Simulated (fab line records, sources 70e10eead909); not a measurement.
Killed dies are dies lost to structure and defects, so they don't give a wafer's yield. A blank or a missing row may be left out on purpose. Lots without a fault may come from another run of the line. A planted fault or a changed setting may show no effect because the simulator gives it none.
fab line records | flow nand_harc
record lots=5 wafers=15 last_day=33
route steps=1302 shown A_WL_FILL@974 A_CONTACT@983
lots that met no fault: from a run of the same line without faults
start_h: hours from the record's first day to the start of the lot's first wafer shown | wait_h: hours since the lot's step before | " the same as in the row above | L1.1+2: a row that stands for several wafers | - no value, or no start given | * or withheld: withheld | < > ~ a bound
route shown NAME@n: a module of which the file shows steps, and the number in the route of the first | usual: mean/standard deviation of fault-free wafers | same: alike in all rows | chamber/n: place in a boat | sites: the reading at each site | _std_site: their standard deviation | _edge_site: outer sites' mean less inner sites' | radius_mm: how far each site lies from the wafer's centre | mask NAME#n: copy n | behind: the tool/chamber that last shaped the wafer | hold: why the lot was held/for how many hours/how that ended | device: the transistor (n, p or np) that didn't switch | end of line: the same wafers' tests at the end of the route | a step without rows: its recipe alone | killed: dies lost to structure and defects at the first sort, not the wafer's yield | map: a wafer's dies, x killed, . not, _ none there
set.NAME: the setting as run; set.NAME@STEP: as run at that earlier step | model.NAME: the simulator's own value behind a step, which no gauge read
lots at some steps of the route; a table a step, a row a wafer
services: from which hour (start_h, from the record's first day; less than 0 if before it) a tool's chamber was out of use, for how many hours, and why
## steps
# step NHARC_A_WL_FILL_SRD_14
# columns lot.wafer tool chamber start_h wait_h
L080.3+1+5 wet_bench-09 2,4,5 558.25 0.0
L085.2+4+5 wet_bench-05 7,2,4 586.73 0.0
L089.5+4+6 wet_bench-05 7,3,4 635.31 0.0
L095.4+3+6 wet_bench-05 4,5,1 687.79 0.0
L096.4+2+1 wet_bench-01 7,1,3 710.32 0.0
# step NHARC_A_WL_FILL_ALD_19
# recipe target_thk_a=20 pulse_time_s=3 ald_cycles=100 temp_c=450 material=TiN
# usual heater_power_w=1145/130 precursor_pulse_height_rel=1.000/0.02
# columns lot.wafer tool chamber start_h wait_h heater_power_w precursor_pulse_height_rel
L080.3 ald_metal-01 2 558.35 0.1 1020 0.969
L080.1 " 3 " " 1067 0.980
L080.5 " 2 " " 1051 0.996
L085.4 ald_metal-01 3 586.86 0.1 1062 1.000
L085.2 " 0 " " 1152 1.029
L085.5 " 2 " " 1042 0.953
L089.5 ald_metal-03 1 635.50 0.2 966 1.015
L089.4 " 2 " " 1105 1.020
L089.6 " 3 " " 1294 1.014
L095.4 ald_metal-03 0 687.89 0.1 1456 0.987
L095.3 " 3 " " 1300 1.022
L095.6 " 0 " " 1437 0.996
L096.2 ald_metal-03 0 710.42 0.1 1415 0.984
L096.1 " 3 " " 1264 0.990
L096.4 " 3 " " 1295 1.024
# step NHARC_A_WL_FILL_CVD_20
# recipe target_thk_a=1000 temp_c=400 pressure_torr=40 wf6_flow_sccm=40 h2_flow_sccm=1600 ar_flow_sccm=1560 time_s=74 material=W
# usual heater_power_w=895/47 throttle_valve_pct=8.0/0.34
# columns lot.wafer tool chamber start_h wait_h heater_power_w throttle_valve_pct
L080.1 cvd_w-01 0 - - 894 8.1
L080.3 " 1 " " 962 7.8
L080.5 " 0 " " 879 8.0
L085.2 cvd_w-02 0 - - 856 8.4
L085.4 " 0 " " 868 8.6
L085.5 " 1 " " 875 8.1
L089.4 cvd_w-01 1 - - 990 7.5
L089.6 " 0 " " 831 8.0
L089.5 " 1 " " 958 7.3
L095.4 cvd_w-02 0 - - 847 8.1
L095.3 " 1 " " 888 8.1
L095.6 " 0 " " 867 8.4
L096.1 cvd_w-01 1 - - 969 7.4
L096.2 " 1 " " 963 7.3
L096.4 " 1 " " 938 7.5
# step NHARC_A_WL_FILL_CMP_12
# recipe t_overpolish_s=30 target_thk_nm=100
# usual motor_current_A=12.3/1 overpolish_run_s=30.000/0.0092 slurry_flow_ml_min=150.0/0.48 time_to_endpoint_s=20.6/2.5
# columns lot.wafer tool chamber start_h wait_h motor_current_A overpolish_run_s slurry_flow_ml_min time_to_endpoint_s
L080.3 cmp-02 1 558.78 0.1 12.8 30.003 150.3 18.0
L080.1 " 2 " " 12.5 29.981 150.9 24.9
L080.5 " 0 " " 13.8 29.988 150.0 19.0
L085.4 cmp-03 1 587.39 0.1 11.9 29.986 149.5 19.2
L085.2 " 2 " " 12.0 30.000 149.4 19.4
L085.5 " 0 " " 12.7 30.009 149.1 19.6
L089.4 cmp-02 0 636.68 0.1 12.6 30.006 150.4 14.4
L089.5 " 0 " " 13.3 29.997 150.3 17.6
L089.6 " 1 " " 12.0 29.988 149.9 20.0
L095.3 cmp-02 1 688.40 0.1 12.3 30.004 149.6 20.5
L095.4 " 0 " " 12.2 30.000 150.2 16.6
L095.6 " 2 " " 12.7 30.006 150.7 22.5
L096.2 cmp-03 2 711.01 0.3 12.5 30.005 149.9 18.0
L096.1 " 3 " " 10.8 30.009 149.1 19.6
L096.4 " 0 " " 13.7 30.007 149.4 19.4
# step NHARC_A_WL_FILL_SRD_31
# columns lot.wafer tool chamber start_h wait_h
L080.1+3+5 wet_bench-05 4,5,6 559.06 0.0
L085.5+2+4 wet_bench-09 4,6,7 587.70 0.1
L089.5+4+6 wet_bench-09 7,2,4 637.00 0.0
L095.6+4+3 wet_bench-01 7,0,1 688.73 0.0
L096.2+4+1 wet_bench-01 5,6,7 711.31 0.0
# step NHARC_A_WL_FILL_INSPECT_15
# usual raw_defect_count=444/110
# columns lot.wafer tool chamber start_h wait_h raw_defect_count
L080.1 defect_inspect-02 - 559.20 0.0 285
L080.3 " - " " 359
L080.5 " - " " 244
L085.2 defect_inspect-01 - 587.87 0.0 265
L085.4 " - " " 365
L085.5 " - " " 297
L089.4 defect_inspect-02 - 637.15 0.0 587
L089.5 " - " " 487
L089.6 " - " " 537
L095.3 defect_inspect-01 - 688.87 0.0 414
L095.4 " - " " 435
L095.6 " - " " 620
L096.1 defect_inspect-02 - 711.47 0.0 386
L096.2 " - " " 432
L096.4 " - " " 344
# step NHARC_A_CONTACT_DEP_24
# recipe target_thk_a=5000 temp_c=400 pressure_torr=6.5 rf_w=900 teos_flow_sccm=161.4 flow_sccm=2650 target_thk_nm=500 gas=O2 material=SiO2
# usual flow_sccm=2650/7.4 heater_power_w=561/100 showerhead_vpp_V=1824/62 throttle_valve_pct=16.2/0.69
# columns lot.wafer tool chamber start_h wait_h flow_sccm heater_power_w showerhead_vpp_V throttle_valve_pct
L080.1 pecvd-01 1 559.33 0.1 2643 546 1912 15.5
L080.3 " 2 " " 2643 584 1920 16.7
L080.5 " 2 " " 2644 616 1872 16.7
L085.2 pecvd-02 0 588.00 0.1 2654 547 1803 15.5
L085.5 " 2 " " 2648 476 1708 16.6
L085.4 " 0 " " 2656 573 1801 15.5
L089.5 pecvd-01 2 637.40 0.3 2654 520 1897 16.9
L089.6 " 0 " " 2652 577 1736 16.0
L089.4 " 1 " " 2655 575 1894 15.7
L095.4 pecvd-01 2 689.11 0.2 2646 622 1882 16.9
L095.3 " 0 " " 2646 477 1731 16.3
L095.6 " 2 " " 2642 666 1875 16.9
L096.1 pecvd-03 0 711.70 0.2 2643 681 1868 15.6
L096.2 " 2 " " 2644 650 1802 17.3
L096.4 " 2 " " 2648 673 1804 16.9
# step NHARC_A_CONTACT_DEP_28
# recipe target_thk_a=70000 temp_c=400 material=aC
# usual throttle_valve_pct=35.000/0.0088
# columns lot.wafer tool chamber start_h wait_h throttle_valve_pct
L080.1 acl_dep-02 0 562.17 2.4 35.005
L080.3 " 0 563.60 3.8 34.997
L080.5 " 0 565.03 5.2 35.000
L085.2 acl_dep-03 0 589.47 1.0 35.004
L085.4 " 0 590.89 2.4 35.001
L085.5 " 0 " " 35.003
L089.4 acl_dep-03 0 641.39 3.6 34.991
L089.5 " 0 " " 34.996
L089.6 " 0 " " 34.995
L095.3 acl_dep-03 0 694.13 4.5 35.004
L095.4 " 0 " " 34.999
L095.6 " 0 696.25 6.6 34.999
L096.1 acl_dep-02 0 712.30 0.1 34.985
L096.2 " 0 " " 35.006
L096.4 " 0 714.46 2.2 35.009
# step NHARC_A_CONTACT_DEP_29
# recipe target_thk_a=1000 target_thk_nm=100 temp_c=400 pressure_torr=3.5 flow_sccm=200 rf_w=350 material=SiON
# usual heater_power_w=762/92 showerhead_vpp_V=1129/46
# columns lot.wafer tool chamber start_h wait_h heater_power_w showerhead_vpp_V
L080.1 pecvd-02 0 566.53 3.7 677 1122
L080.3 " 1 " " 840 1178
L080.5 " 1 " " 833 1188
L085.2 pecvd-01 0 593.04 2.9 776 1086
L085.4 " 0 " " 802 1065
L085.5 " 2 " " 759 1175
L089.6 pecvd-01 0 643.69 0.2 779 1088
L089.4 " 1 " " 666 1185
L089.5 " 2 " " 702 1173
L095.3 pecvd-02 2 697.00 2.2 777 1079
L095.4 " 1 " " 966 1164
L095.6 " 0 " " 798 1097
L096.2 pecvd-02 1 716.66 2.9 950 1155
L096.1 " 2 " " 712 1053
L096.4 " 1 " " 969 1151
# step NHARC_A_CONTACT_DEHYDRATE_32
# recipe temp_c=150 time_s=120
# columns lot.wafer tool chamber start_h wait_h
L080.1+3+5 litho_track-01 0 566.78 0.2
L085.2+4+5 litho_track-06 0 593.32 0.2
L089.4+5+6 litho_track-01 0 643.88 0.1
L095.3+4+6 litho_track-01 0 697.25 0.2
L096.1+2+4 litho_track-04 0 716.90 0.2
# step NHARC_A_CONTACT_HMDS_33
# recipe time_s=30
# columns lot.wafer tool chamber start_h wait_h
L080.1+3+5 litho_track-01 0 - -
L085.2+4+5 litho_track-06 0 - -
L089.4+5+6 litho_track-01 0 - -
L095.3+4+6 litho_track-01 0 - -
L096.1+2+4 litho_track-04 0 - -
# step NHARC_A_CONTACT_COAT_34
# recipe temp_c=260 time_s=75
# columns lot.wafer tool chamber start_h wait_h
L080.1+3+5 litho_track-01 0 - -
L085.2+4+5 litho_track-06 0 - -
L089.4+5+6 litho_track-01 0 - -
L095.3+4+6 litho_track-01 0 - -
L096.1+2+4 litho_track-04 0 - -
# step NHARC_A_CONTACT_COAT_35
# recipe temp_c=225 time_s=65
# columns lot.wafer tool chamber start_h wait_h
L080.1+3+5 litho_track-01 0 - -
L085.2+4+5 litho_track-06 0 - -
L089.4+5+6 litho_track-01 0 - -
L095.3+4+6 litho_track-01 0 - -
L096.1+2+4 litho_track-04 0 - -
# step NHARC_A_CONTACT_COAT_36
# recipe spin_rpm=1500 resist_thk_nm=90
# columns lot.wafer tool chamber start_h wait_h
L080.1+3+5 litho_track-01 0 - -
L085.2+4+5 litho_track-06 0 - -
L089.4+5+6 litho_track-01 0 - -
L095.3+4+6 litho_track-01 0 - -
L096.1+2+4 litho_track-04 0 - -
# step NHARC_A_CONTACT_SOFTBAKE_37
# recipe temp_c=105 time_s=55
# columns lot.wafer tool chamber start_h wait_h
L080.1+3+5 litho_track-01 0 - -
L085.2+4+5 litho_track-06 0 - -
L089.4+5+6 litho_track-01 0 - -
L095.3+4+6 litho_track-01 0 - -
L096.1+2+4 litho_track-04 0 - -
# step NHARC_A_CONTACT_EBR_38
# columns lot.wafer tool chamber start_h wait_h
L080.1+3+5 litho_track-01 0 - -
L085.2+4+5 litho_track-06 0 - -
L089.4+5+6 litho_track-01 0 - -
L095.3+4+6 litho_track-01 0 - -
L096.1+2+4 litho_track-04 0 - -
# step NHARC_A_CONTACT_EXPOSE_39
# recipe na=1.35 sigma_outer=0.8 dose_mj=58.79 mask_id=A_CC_3
# usual focus_offset_nm=-0.1/0.44
# same na=1.35
# columns lot.wafer tool chamber start_h wait_h mask focus_offset_nm
L080.1 arfi_scanner-01 0 567.09 - A_CC_3#0 -1.1
L080.3 " 0 " " A_CC_3#0 -0.5
L080.5 " 0 " " A_CC_3#0 -0.3
L085.2 arfi_scanner-02 0 593.63 - A_CC_3#0 -0.3
L085.4 " 0 " " A_CC_3#0 0.0
L085.5 " 0 " " A_CC_3#0 0.4
L089.4 arfi_scanner-03 0 644.20 - A_CC_3#0 0.2
L089.5 " 0 " " A_CC_3#0 0.1
L089.6 " 0 " " A_CC_3#0 -0.4
L095.3 arfi_scanner-02 0 697.57 - A_CC_3#0 -0.7
L095.4 " 0 " " A_CC_3#0 -0.3
L095.6 " 0 " " A_CC_3#0 -0.7
L096.1 arfi_scanner-02 0 717.09 - A_CC_3#0 0.4
L096.2 " 0 " " A_CC_3#0 0.2
L096.4 " 0 " " A_CC_3#0 0.1
# step NHARC_A_CONTACT_PEB_40
# recipe peb_temp_c=100 peb_time_s=65
# columns lot.wafer tool chamber start_h wait_h
L080.1+3+5 litho_track-06 0 567.16 0.1
L085.2+4+5 litho_track-04 0 593.69 0.1
L089.4+5+6 litho_track-04 0 644.25 0.0
L095.3+4+6 litho_track-04 0 697.62 0.0
L096.1+2+4 litho_track-06 0 717.15 0.1
# step NHARC_A_CONTACT_DEVELOP_41
# recipe develop_time_s=35 dev_temp_c=23
# columns lot.wafer tool chamber start_h wait_h
L080.1+3+5 litho_track-06 0 - -
L085.2+4+5 litho_track-04 0 - -
L089.4+5+6 litho_track-04 0 - -
L095.3+4+6 litho_track-04 0 - -
L096.1+2+4 litho_track-06 0 - -
# step NHARC_A_CONTACT_CD_MEAS_42
# recipe target_cd_nm=300 landing_energy_ev=500
# usual cd_nm=299.9/0.58
# same landing_energy_ev=500
# columns lot.wafer tool chamber start_h wait_h cd_nm
L080.1 cd_sem-03 0 567.24 - 300.0
L080.3 " 0 " " 299.0
L080.5 " 0 " " 300.3
L085.2 cd_sem-01 0 593.77 - 299.2
L085.4 " 0 " " 299.4
L085.5 " 0 " " 299.8
L089.4 cd_sem-02 0 644.33 - 300.3
L089.5 " 0 " " 299.9
L089.6 " 0 " " 299.1
L095.3 cd_sem-02 0 697.70 - 299.9
L095.4 " 0 " " 299.3
L095.6 " 0 " " 300.1
L096.1 cd_sem-03 0 717.23 - 299.9
L096.2 " 0 " " 299.9
L096.4 " 0 " " 300.0
# step NHARC_A_CONTACT_OVL_MEAS_43
# usual overlay_x_nm=0.1/0.79 overlay_y_nm=-0.1/0.88
# columns lot.wafer tool chamber start_h wait_h overlay_x_nm overlay_y_nm
L080.1 overlay-02 - 567.33 - 0.6 0.1
L080.3 " - " " 0.5 0.7
L080.5 " - " " 0.6 0.6
L085.2 overlay-01 - 593.86 - 1.0 -0.6
L085.4 " - " " 0.6 -1.1
L085.5 " - " " 0.6 -0.7
L089.4 overlay-01 - 644.42 - 1.4 0.4
L089.5 " - " " 1.4 0.0
L089.6 " - " " 1.4 -0.2
L095.3 overlay-02 - 697.79 - 1.0 -1.0
L095.4 " - " " 1.0 0.1
L095.6 " - " " 1.2 -0.6
L096.1 overlay-01 - 717.32 - 0.3 -1.4
L096.2 " - " " 1.0 -1.5
L096.4 " - " " 0.4 -1.3
# step NHARC_A_CONTACT_INSPECT_44
# usual raw_defect_count=83/41
# columns lot.wafer tool chamber start_h wait_h raw_defect_count
L080.1 defect_inspect-01 - 567.36 0.0 18
L080.3 " - " " 23
L080.5 " - " " 23
L085.2 defect_inspect-02 - 593.90 0.0 16
L085.4 " - " " 19
L085.5 " - " " 23
L089.4 defect_inspect-01 - 644.45 0.0 153
L089.5 " - " " 138
L089.6 " - " " 126
L095.3 defect_inspect-01 - 697.82 0.0 114
L095.4 " - " " 102
L095.6 " - " " 124
L096.1 defect_inspect-01 - 717.36 0.0 88
L096.2 " - " " 83
L096.4 " - " " 71
# step NHARC_A_CONTACT_DESCUM_47
# recipe time_s=3 o2_flow_sccm=200 ar_flow_sccm=0 bias_power_w=0 chemistry=O2
# usual chamber_pressure_mTorr=59.99/0.057 drypump_motor_current_A=5.8/0.38 oes_product_au=1.003/0.0097 rf_vpp_V=57.5/0.89 showerhead_plenum_p_Torr=1.85/0.084 throttle_valve_pct=11.310/0.0098
# columns lot.wafer tool chamber start_h wait_h chamber_pressure_mTorr drypump_motor_current_A oes_product_au rf_hours_counter_h rf_vpp_V showerhead_plenum_p_Torr throttle_valve_pct
L080.3 rie_diel-09 1 567.42 0.1 59.96 5.6 0.988 11 57.7 1.77 11.304
L080.1 " 0 " " 60.11 5.3 1.001 10 58.7 2.02 11.312
L080.5 " 2 " " 59.92 5.6 1.014 - 57.8 1.78 11.299
L085.4 rie_diel-09 1 593.97 0.1 59.90 5.7 1.009 18 57.1 1.77 11.304
L085.2 " 3 " " 59.92 6.2 0.996 15 57.7 1.79 11.320
L085.5 " 0 " " 59.99 5.3 1.013 - 59.0 2.02 11.322
L089.4 rie_diel-09 0 644.51 0.1 60.06 5.3 1.005 26 56.6 2.01 11.308
L089.6 " 0 " " 60.07 5.3 1.012 - 59.2 2.01 11.307
L089.5 " 1 " " 60.01 5.7 1.020 - 56.9 1.76 11.305
L095.4 rie_diel-09 3 697.90 0.1 60.09 6.2 0.985 2 56.9 1.78 11.319
L095.3 " 0 " " 59.97 5.3 0.992 1 58.0 2.01 11.315
L095.6 " 1 " " 59.99 5.7 0.988 - 58.3 2.08 11.308
L096.1 rie_diel-11 1 717.42 0.1 60.06 5.8 1.002 35 57.6 1.84 11.306
L096.2 " 3 " " 60.00 5.8 1.009 32 58.2 1.83 11.309
L096.4 " 1 " " 59.96 5.8 0.993 - 57.7 1.84 11.295
# step NHARC_A_CONTACT_ETCH_48
# recipe target_depth_a=390 over_etch_frac=0.3 time_s=65 ion_energy_ev=80 cf4_flow_sccm=150 ar_flow_sccm=0 rf_w=300 bias_w=100 chemistry=CF4
# usual cf4_flow_sccm=150.0/0.44 chamber_pressure_mTorr=50.00/0.044 drypump_motor_current_A=5.7/0.37 oes_product_au=1.001/0.0091 rf_vpp_V=150.6/1.2 showerhead_plenum_p_Torr=1.72/0.073 throttle_valve_pct=13.284/0.0091
# columns lot.wafer tool chamber start_h wait_h cf4_flow_sccm chamber_pressure_mTorr drypump_motor_current_A oes_product_au rf_hours_counter_h rf_vpp_V showerhead_plenum_p_Torr throttle_valve_pct
L080.3 rie_diel-09 3 567.51 0.1 149.5 50.08 6.2 0.991 9 147.6 1.66 13.285
L080.1 " 1 " " 149.6 49.91 5.6 0.998 11 149.3 1.64 13.283
L080.5 " 0 " " 150.1 49.96 5.3 1.001 - 152.7 1.86 13.306
L085.4 rie_diel-09 1 594.04 0.1 149.8 49.93 5.7 1.007 18 148.8 1.64 13.300
L085.2 " 2 " " 149.6 50.01 5.6 1.016 13 150.8 1.65 13.272
L085.5 " 1 " " 149.3 50.00 5.7 0.997 - 148.7 1.64 13.292
L089.4 rie_diel-09 1 644.61 0.1 150.5 50.03 5.7 1.004 27 149.6 1.64 13.281
L089.6 " 2 " " 150.1 50.01 5.6 0.999 - 149.5 1.65 13.296
L089.5 " 3 " " 149.9 50.01 6.2 0.995 - 149.7 1.66 13.287
L095.4 rie_diel-09 2 697.98 0.1 149.3 49.99 5.6 0.997 2 151.1 1.65 13.296
L095.3 " 3 " " 149.9 49.97 6.2 0.981 2 149.7 1.66 13.283
L095.6 " 1 " " 151.1 50.01 5.6 0.994 - 152.3 1.91 13.284
L096.1 rie_diel-11 1 717.52 0.1 150.1 49.99 5.8 0.999 35 151.0 1.71 13.288
L096.2 " 3 " " 149.6 49.96 5.9 1.009 32 151.8 1.70 13.270
L096.4 " 1 " " 149.2 49.94 5.8 1.005 - 150.4 1.71 13.276
# step NHARC_A_CONTACT_ETCH_49
# recipe target_depth_a=2600 over_etch_frac=0.3 time_s=475.3 ion_energy_ev=200 n2_flow_sccm=150 h2_flow_sccm=150 ar_flow_sccm=0 rf_w=400 bias_w=150 chemistry=N2/H2
# usual chamber_pressure_mTorr=30.00/0.031 drypump_motor_current_A=5.7/0.38 oes_product_au=1.000/0.0088 rf_vpp_V=428.6/2.7 showerhead_plenum_p_Torr=1.97/0.092 throttle_valve_pct=14.171/0.0099
# columns lot.wafer tool chamber start_h wait_h chamber_pressure_mTorr drypump_motor_current_A oes_product_au rf_hours_counter_h rf_vpp_V showerhead_plenum_p_Torr throttle_valve_pct
L080.3 rie_diel-09 1 - - 29.97 5.7 0.990 11 425.1 1.88 14.149
L080.1 " 3 " " 30.01 6.2 0.989 9 427.0 1.90 14.149
L080.5 " 0 " " 30.07 5.3 1.007 - 434.1 2.16 14.176
L085.4 rie_diel-09 2 - - 29.97 5.6 1.012 13 424.4 1.89 14.189
L085.2 " 3 " " 29.99 6.2 0.996 15 425.4 1.90 14.162
L085.5 " 3 " " 29.99 6.2 0.994 - 424.3 1.90 14.170
L089.4 rie_diel-09 3 - - 29.96 6.2 0.990 23 426.9 1.90 14.192
L089.5 " 2 " " 29.98 5.6 1.015 - 426.6 1.89 14.186
L089.6 " 3 " " 29.97 6.2 0.999 - 426.5 1.90 14.170
L095.4 rie_diel-09 2 - - 29.94 5.6 0.997 2 426.4 1.89 14.186
L095.3 " 1 " " 29.98 5.7 0.988 2 436.3 2.22 14.151
L095.6 " 3 " " 30.02 6.2 0.993 - 427.7 1.90 14.175
L096.2 rie_diel-11 1 - - 30.06 5.8 1.003 35 428.5 1.96 14.169
L096.1 " 2 " " 29.96 6.3 1.008 30 425.8 1.91 14.160
L096.4 " 1 " " 30.00 5.8 0.993 - 428.5 1.96 14.160
# step NHARC_A_CONTACT_ETCH_50
# recipe target_depth_a=1210 time_s=60.5 cf4_flow_sccm=100 chf3_flow_sccm=30 ar_flow_sccm=0 rf_w=500 bias_w=200 chemistry=CF4/CHF3
# usual cf4_flow_sccm=100.04/0.3 chamber_pressure_mTorr=24.998/0.021 drypump_motor_current_A=5.8/0.38 oes_product_au=0.946/0.023 rf_vpp_V=369.0/2.3 showerhead_plenum_p_Torr=1.52/0.064 throttle_valve_pct=16.804/0.0083
# columns lot.wafer tool chamber start_h wait_h cf4_flow_sccm chamber_pressure_mTorr drypump_motor_current_A oes_product_au rf_hours_counter_h rf_vpp_V showerhead_plenum_p_Torr throttle_valve_pct
L080.3 rie_diel-09 1 - - 100.23 24.949 5.7 0.960 11 365.2 1.46 16.812
L080.1 " 0 " " 99.62 24.996 5.3 0.993 10 373.0 1.66 16.820
L080.5 " 2 " " 100.04 24.970 5.6 0.971 - 367.2 1.47 16.808
L085.2 rie_diel-09 2 - - 100.18 24.982 5.6 0.991 14 366.6 1.47 16.794
L085.4 " 1 " " 100.51 24.994 5.7 0.960 18 366.8 1.46 16.812
L085.5 " 3 " " 100.08 24.991 6.2 0.969 - 367.3 1.47 16.798
L089.4 rie_diel-09 0 - - 100.17 25.022 5.3 0.963 26 373.2 1.65 16.798
L089.6 " 2 " " 100.32 25.002 5.6 0.979 - 367.3 1.47 16.808
L089.5 " 3 " " 100.36 25.020 6.2 0.970 - 368.6 1.47 16.808
L095.3 rie_diel-09 3 - - 99.76 24.972 6.2 0.965 2 366.9 1.47 16.795
L095.4 " 0 " " 100.04 24.973 5.3 0.968 2 374.1 1.65 16.798
L095.6 " 2 " " 100.36 24.989 5.6 0.965 - 366.0 1.46 16.810
L096.2 rie_diel-11 3 - - 99.64 25.034 5.8 0.935 32 368.1 1.51 16.798
L096.1 " 1 " " 99.97 24.994 5.8 0.926 35 367.6 1.52 16.798
L096.4 " 2 " " 100.40 25.023 6.4 0.933 - 368.9 1.48 16.795
# step NHARC_A_CONTACT_ETCH_51
# recipe target_depth_a=70000 over_etch_frac=0.3 time_s=1820 ion_energy_ev=150 o2_flow_sccm=400 cos_flow_sccm=20 ar_flow_sccm=0 rf_w=500 bias_w=300 chemistry=O2/COS
# usual chamber_pressure_mTorr=19.999/0.018 drypump_motor_current_A=5.7/0.39 oes_product_au=1.000/0.009 rf_vpp_V=313.0/2.1 showerhead_plenum_p_Torr=3.03/0.13 throttle_valve_pct=28.330/0.0077
# columns lot.wafer tool chamber start_h wait_h chamber_pressure_mTorr drypump_motor_current_A oes_product_au rf_hours_counter_h rf_vpp_V showerhead_plenum_p_Torr throttle_valve_pct
L080.3 rie_diel-09 0 - - 20.002 5.3 1.005 11 317.5 3.29 28.317
L080.1 " 2 " " 20.031 5.7 1.004 10 311.4 2.91 28.334
L080.5 " 3 " " 20.019 6.2 0.995 - 311.1 2.93 28.315
L085.4 rie_diel-09 0 - - 20.009 5.3 1.014 18 316.7 3.28 28.335
L085.2 " 3 " " 19.995 6.2 1.001 16 311.4 2.93 28.331
L085.5 " 0 " " 19.989 5.3 1.014 - 314.7 3.28 28.329
L089.4 rie_diel-09 3 - - 20.021 6.2 1.003 23 311.4 2.92 28.334
L089.5 " 1 " " 20.001 5.7 1.006 - 311.3 2.89 28.330
L089.6 " 2 " " 19.992 5.7 1.016 - 310.2 2.91 28.322
L095.3 rie_diel-09 0 - - 19.979 5.3 0.989 2 316.6 3.27 28.337
L095.4 " 2 " " 19.984 5.7 1.007 2 311.3 2.90 28.334
L095.6 " 1 " " 20.004 5.7 1.006 - 317.9 3.37 28.347
L096.2 rie_diel-11 2 - - 19.944 6.4 1.016 31 312.5 2.94 28.333
L096.1 " 3 " " 19.994 5.9 1.004 32 310.8 2.99 28.324
L096.4 " 3 " " 19.995 5.8 1.007 - 311.9 2.99 28.333
# step NHARC_A_CONTACT_ETCH_111
# recipe source_w=withheld pressure_mtorr=20 bias_v=withheld time_s=140 target_depth_a=7000 ar_flow_sccm=withheld c4f8_flow_sccm=withheld o2_flow_sccm=withheld chemistry=C4F8/O2/Ar
# usual chamber_pressure_mTorr=20.001/0.018
# columns lot.wafer tool chamber start_h wait_h chamber_pressure_mTorr rf_hours_counter_h
L080.1 har_cap_etch-02 1 569.29 - 19.961 93
L080.3 " 0 " " 20.002 -
L080.5 " 0 " " 20.015 -
L085.2 har_cap_etch-01 1 595.85 - 20.022 17
L085.4 " 1 " " 20.035 -
L085.5 " 0 " " 20.005 -
L089.4 har_cap_etch-01 0 646.44 - 20.011 -
L089.5 " 1 " " 20.038 -
L089.6 " 0 " " 19.969 -
L095.4 har_cap_etch-03 1 699.76 - 20.028 -
L095.3 " 0 " " 20.008 -
L095.6 " 1 " " 19.988 -
L096.2 har_cap_etch-03 1 719.70 - 19.998 84
L096.1 " 0 " " 20.002 84
L096.4 " 0 " " 20.025 -
# step NHARC_A_CONTACT_ETCH_112
# recipe source_w=withheld pressure_mtorr=20 bias_v=3000 time_s=190 target_depth_a=18500 ar_flow_sccm=withheld c4f8_flow_sccm=withheld o2_flow_sccm=withheld chemistry=C4F8/O2/Ar
# usual chamber_pressure_mTorr=20.000/0.02
# columns lot.wafer tool chamber start_h wait_h chamber_pressure_mTorr rf_hours_counter_h
L080.1 har_cap_etch-02 1 569.49 0.2 19.976 93
L080.3 " 0 " " 19.994 -
L080.5 " 0 " " 19.991 -
L085.2 har_cap_etch-01 1 596.04 0.2 19.995 17
L085.4 " 1 " " 20.007 -
L085.5 " 0 " " 19.944 -
L089.4 har_cap_etch-01 0 646.63 0.2 20.014 -
L089.5 " 1 " " 20.006 -
L089.6 " 0 " " 20.009 -
L095.4 har_cap_etch-03 1 699.95 0.2 19.970 -
L095.3 " 0 " " 19.979 -
L095.6 " 1 " " 20.011 -
L096.2 har_cap_etch-03 1 719.90 0.2 19.993 84
L096.1 " 0 " " 19.986 84
L096.4 " 0 " " 20.036 -
# step NHARC_A_CONTACT_ETCH_113
# recipe source_w=withheld pressure_mtorr=20 bias_v=3000 time_s=190 target_depth_a=18500 ar_flow_sccm=withheld c4f8_flow_sccm=withheld o2_flow_sccm=withheld chemistry=C4F8/O2/Ar
# usual chamber_pressure_mTorr=20.000/0.018
# columns lot.wafer tool chamber start_h wait_h chamber_pressure_mTorr rf_hours_counter_h
L080.1 har_cap_etch-02 1 569.66 0.1 19.983 93
L080.3 " 0 " " 20.017 -
L080.5 " 0 " " 19.978 -
L085.2 har_cap_etch-01 1 596.21 0.1 19.999 17
L085.4 " 1 " " 20.017 -
L085.5 " 0 " " 20.024 -
L089.4 har_cap_etch-01 0 646.80 0.1 20.028 -
L089.5 " 1 " " 19.971 -
L089.6 " 0 " " 20.002 -
L095.4 har_cap_etch-03 1 700.12 0.1 19.990 -
L095.3 " 0 " " 19.995 -
L095.6 " 1 " " 20.004 -
L096.2 har_cap_etch-03 1 720.07 0.1 19.957 84
L096.1 " 0 " " 19.991 84
L096.4 " 0 " " 20.000 -
# step NHARC_A_CONTACT_ETCH_114
# recipe source_w=withheld pressure_mtorr=20 bias_v=3000 time_s=190 target_depth_a=18500 ar_flow_sccm=withheld c4f8_flow_sccm=withheld o2_flow_sccm=withheld chemistry=C4F8/O2/Ar
# usual chamber_pressure_mTorr=20.000/0.017
# columns lot.wafer tool chamber start_h wait_h chamber_pressure_mTorr rf_hours_counter_h
L080.1 har_cap_etch-02 1 569.83 0.1 19.980 93
L080.3 " 0 " " 19.997 -
L080.5 " 0 " " 20.012 -
L085.2 har_cap_etch-01 1 596.38 0.1 19.961 17
L085.4 " 1 " " 20.008 -
L085.5 " 0 " " 20.009 -
L089.4 har_cap_etch-01 0 646.97 0.1 19.990 -
L089.5 " 1 " " 20.010 -
L089.6 " 0 " " 20.013 -
L095.4 har_cap_etch-03 1 700.29 0.1 20.003 -
L095.3 " 0 " " 19.995 -
L095.6 " 1 " " 19.993 -
L096.2 har_cap_etch-03 1 720.24 0.1 20.017 84
L096.1 " 0 " " 20.006 84
L096.4 " 0 " " 20.003 -
## services
# columns tool chamber start_h hours kind
litho_track-04 - 553.01 7.0 pm
pecvd-01 - 553.19 1.6 repair
har_cap_etch-02 - 561.56 3.9 repair
pecvd-01 2 570.42 13.7 repair
pecvd-01 - 574.51 2.9 repair
rie_diel-09 2 583.96 4.6 repair
pecvd-02 - 589.18 13.0 pm
har_cap_etch-03 - 593.66 1.3 repair
rie_diel-11 - 609.52 9.0 pm
wet_bench-05 - 612.80 8.0 pm
rie_diel-11 0 620.33 3.0 repair
pecvd-01 - 621.71 1.0 repair
rie_diel-09 3 633.77 4.6 repair
rie_diel-11 3 653.03 5.0 repair
rie_diel-11 0 654.31 4.5 repair
rie_diel-11 - 661.24 0.3 repair
pecvd-01 - 673.18 13.0 pm
rie_diel-09 - 674.19 9.0 pm
litho_track-01 - 680.00 7.0 pm
rie_diel-11 2 701.72 3.3 repair
litho_track-06 - 704.00 7.0 pm
rie_diel-11 0 707.98 13.4 repair
pecvd-01 - 712.62 0.6 repair
rie_diel-09 1 717.57 6.1 repair
## key
fault none
